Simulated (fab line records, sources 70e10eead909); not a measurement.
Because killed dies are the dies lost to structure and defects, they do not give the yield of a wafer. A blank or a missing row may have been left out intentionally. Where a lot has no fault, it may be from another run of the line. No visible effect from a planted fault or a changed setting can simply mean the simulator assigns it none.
Chamber matching -- flow nand-harc -- rie-diel-07 running NHARC_P_BONDPAD_STRIP_15: 4 sister chambers
The step strips in O2. 48 wafers are shown with their chamber, then 12 later ones without.

== WAFERS WITH THEIR CHAMBER ==
wafer,chamber,showerhead-plenum-p-Torr (Torr),drypump-motor-current-A (A),oes-product-au (a.u.)
L075.1,3,3.73,5.61,0.983
L075.4,0,3.39,5.98,0.990
L075.5,2,3.32,5.82,1.011
L076.2,1,3.42,5.72,0.991
L076.4,2,3.32,5.83,1.007
L076.6,0,3.39,5.96,1.005
L077.1,3,3.73,5.63,0.989
L077.2,0,3.39,5.96,1.002
L077.6,3,3.73,5.66,0.996
L079.1,2,3.32,5.83,1.007
L079.2,3,3.73,5.66,0.997
L079.5,0,3.39,5.96,1.001
L078.3,1,3.42,5.74,0.980
L078.4,0,3.39,5.97,1.010
L078.6,3,3.73,5.59,0.988
L081.4,3,3.73,5.62,0.994
L081.5,1,3.42,5.72,0.978
L081.6,0,3.39,5.93,0.993
L082.1,2,3.32,5.82,0.998
L082.2,3,3.73,5.59,1.001
L082.4,1,3.42,5.78,0.988
L083.2,1,3.42,5.72,0.981
L083.3,3,3.73,5.63,0.990
L083.5,3,3.73,5.61,0.990
L084.2,2,3.31,5.81,1.016
L084.3,3,3.73,5.66,1.001
L084.6,2,3.31,5.83,1.006
L084.1,1,3.42,5.76,0.986
L084.4,0,3.39,5.96,1.003
L084.5,3,3.73,5.63,0.989
L085.1,2,3.31,5.82,1.003
L085.2,0,3.39,5.95,0.989
L085.4,3,3.73,5.63,0.991
L086.1,0,3.39,5.93,1.002
L086.2,1,3.42,5.71,0.978
L086.4,2,3.31,5.84,1.001
L087.2,1,3.42,5.75,0.987
L087.4,2,3.31,5.79,0.995
L087.5,3,3.73,5.62,1.004
L088.2,2,3.31,5.83,0.996
L088.4,1,3.42,5.75,0.988
L088.5,2,3.31,5.82,1.007
L089.1,3,3.73,5.58,0.989
L089.3,1,3.42,5.76,0.985
L089.4,2,3.31,5.84,1.005
L093.1,1,3.42,5.75,0.992
L093.3,2,3.31,5.81,0.997
L093.6,3,3.73,5.65,0.990

SIGNATURES, as means of the wafers listed above
reading,chamber 0,chamber 1,chamber 2,chamber 3,scatter within a chamber
showerhead-plenum-p-Torr,3.3900,3.4200,3.3131,3.7300,0.00251
drypump-motor-current-A,5.9556,5.7418,5.8223,5.6247,0.0206
oes-product-au,0.99944,0.98491,1.00377,0.99280,0.00603
Rule: a wafer lies at a distance from a chamber equal to the root of the sum of squares, over the readings, of (its reading less the chamber's mean, divided by the reading's scatter). The wafer belongs to the nearest chamber; if the next one is less than 2 further off, it can't be placed. The scatter: take each reading less its chamber's mean, square it, sum over the shown wafers, divide by the number of wafers less the number of chambers, and take the root.

== WAFERS WITHOUT THEIR CHAMBER ==
wafer,showerhead-plenum-p-Torr (Torr),drypump-motor-current-A (A),oes-product-au (a.u.)
L094.2,3.73,5.62,1.001
L094.3,3.31,5.81,0.997
L094.4,3.39,5.95,1.004
L095.1,3.42,5.73,0.994
L095.2,3.31,5.82,0.992
L095.4,3.39,5.94,1.000
L097.1,3.39,5.97,1.013
L097.4,3.73,5.60,1.005
L097.6,3.38,5.97,1.003
L096.1,3.72,5.60,1.008
L096.3,3.42,5.74,0.986
L096.5,3.72,5.64,1.000

== WHICH CHAMBER EACH ONE RAN IN ==
wafer,from the rows above,in truth
L094.2,3,3
L094.3,2,2
L094.4,0,0
L095.1,1,1
L095.2,2,2
L095.4,0,0
L097.1,0,0
L097.4,3,3
L097.6,0,0
L096.1,3,3
L096.3,1,1
L096.5,3,3
Correctly placed: 12 of 12. Can't be placed from these rows: 0. Wrongly placed: 0.
